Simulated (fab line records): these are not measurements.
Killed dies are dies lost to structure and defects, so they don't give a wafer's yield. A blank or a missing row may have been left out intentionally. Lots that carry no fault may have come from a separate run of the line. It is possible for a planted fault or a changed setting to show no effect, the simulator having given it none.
Split-lot study    flow n5Finfet    on a route of 1938 steps: 7 lots, 39 wafers read

## THE SPLIT
At N5_BEOL_M0_TRENCH_ETCH_107 (etches SiOC in C4F6/O2, target depth 32.8 nm, time 16.4 s), the setting targetDepthA was moved away from the recipe's 328 angstrom on 9 of the 39 wafers read, by +24.5% to +49.2%. For the rest of the wafers, this setting stayed at what the recipe calls for.

## FROM SPLIT TO READING: 1 step shown by the file between the two
- N5_BEOL_M0_STRIP_142: strips in N2/H2, time 10 s

## THE READING
trenchDepthNm, in nm, at N5_BEOL_M0_OCD_MEAS_108. A value of 32.6 nm with a standard deviation of 0.81 nm is what fault-free wafers of this fab line usually give.

wafer   tool, chamber at the split  targetDepthA as run, angstrom  against the recipe  trenchDepthNm, nm  against lot-mates on the recipe
L074.1  rieDiel-05, 2               328                            recipe              30.6               -
L074.3  rieDiel-05, 3               328                            recipe              33.4               -
L074.6  rieDiel-05, 1               328                            recipe              33.1               -
L080.1  rieDiel-05, 1               489.4                          +49.2%              49.4               +15.8
L080.2  rieDiel-05, 0               328                            recipe              33.9               -
L080.3  rieDiel-05, 3               489.4                          +49.2%              50.3               +16.7
L080.4  rieDiel-05, 2               489.4                          +49.2%              46.0               +12.4
L080.5  rieDiel-05, 3               328                            recipe              33.1               -
L080.6  rieDiel-05, 0               328                            recipe              33.7               -
L082.1  rieDiel-04, 2               328                            recipe              33.3               -
L082.2  rieDiel-04, 3               328                            recipe              33.2               -
L082.3  rieDiel-04, 1               328                            recipe              32.7               -
L082.4  rieDiel-04, 0               328                            recipe              31.9               -
L082.5  rieDiel-04, 2               328                            recipe              32.7               -
L082.6  rieDiel-04, 3               328                            recipe              33.4               -
L086.1  rieDiel-05, 3               475.2                          +44.9%              47.6               +14.8
L086.2  rieDiel-05, 0               328                            recipe              33.3               -
L086.3  rieDiel-05, 2               328                            recipe              31.6               -
L086.4  rieDiel-05, 1               328                            recipe              33.6               -
L086.5  rieDiel-05, 2               475.2                          +44.9%              44.9               +12.1
L086.6  rieDiel-05, 3               475.2                          +44.9%              47.9               +15.1
L087.1  rieDiel-04, 1,2             328                            recipe              32.4               -
L087.2  rieDiel-04, 1,2             328                            recipe              33.3               -
L087.3  rieDiel-04, 3               328                            recipe              33.5               -
L087.4  rieDiel-04, 0               328                            recipe              31.7               -
L087.5  rieDiel-04, 0               328                            recipe              31.8               -
L087.6  rieDiel-04, 3               328                            recipe              34.0               -
L095.1  rieDiel-04, 2               328                            recipe              32.2               -
L095.2  rieDiel-04, 0               328                            recipe              31.2               -
L095.3  rieDiel-04, 3               408.5                          +24.5%              41.6               +9.6
L095.4  rieDiel-04, 1               408.5                          +24.5%              40.8               +8.8
L095.5  rieDiel-04, 1               328                            recipe              32.6               -
L095.6  rieDiel-04, 0               408.5                          +24.5%              39.2               +7.2
L096.1  rieDiel-05, 2               328                            recipe              30.9               -
L096.2  rieDiel-05, 0               328                            recipe              33.1               -
L096.3  rieDiel-05, 3               328                            recipe              32.5               -
L096.4  rieDiel-05, 1               328                            recipe              33.5               -
L096.5  rieDiel-05, 3               328                            recipe              32.4               -
L096.6  rieDiel-05, 2               328                            recipe              30.8               -
Where a row lists several chambers, the file gives one row for several wafers and doesn't say which wafer went through which chamber.

FIT RESULTS
A straight line over all 39 wafers: trenchDepthNm changes by +0.32 nm for each +1% of targetDepthA; r = +0.98; the points scatter about the line by 1.1 nm.
The same after taking each lot's own level away (the mean of its wafers on the recipe; 39 wafers): +0.312 nm for each +1%; r = +0.98; scatter 1.1 nm.
According to that fit, moving targetDepthA by its largest amount changes the reading by 15 nm.
Across the lots, their own levels run from 32.00 to 33.57 nm, a range of 1.9 times the standard deviation given above.
The two slopes are in agreement: the lot-to-lot level therefore moves the slope only a little.
Check: for one of the wafers moved furthest among these (+49.2%), held out of the fit, the line's prediction against its lot-mates is +15.3 nm. Against them it came out at +15.8 nm.

## THE WHOLE CHAIN: every reading that the file lists as answering this split, in the file's order
step                        what it does                                               reading                                                                  change (the file's fit)                r (the file's)
N5_BEOL_M0_TRENCH_ETCH_107  etches SiOC in C4F6/O2, target depth 32.8 nm, time 16.4 s  BEOL_M0.featureDepthNm (the simulator's own value, which no gauge read)  +0.314 nm for each +1% of the setting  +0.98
N5_BEOL_M0_OCD_MEAS_108                                                                trenchDepthNm                                                            +0.312 nm for each +1% of the setting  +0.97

## THE FILE'S OWN FIT
trenchDepthNm changes by +0.312 nm for each +1% of targetDepthA, r = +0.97.
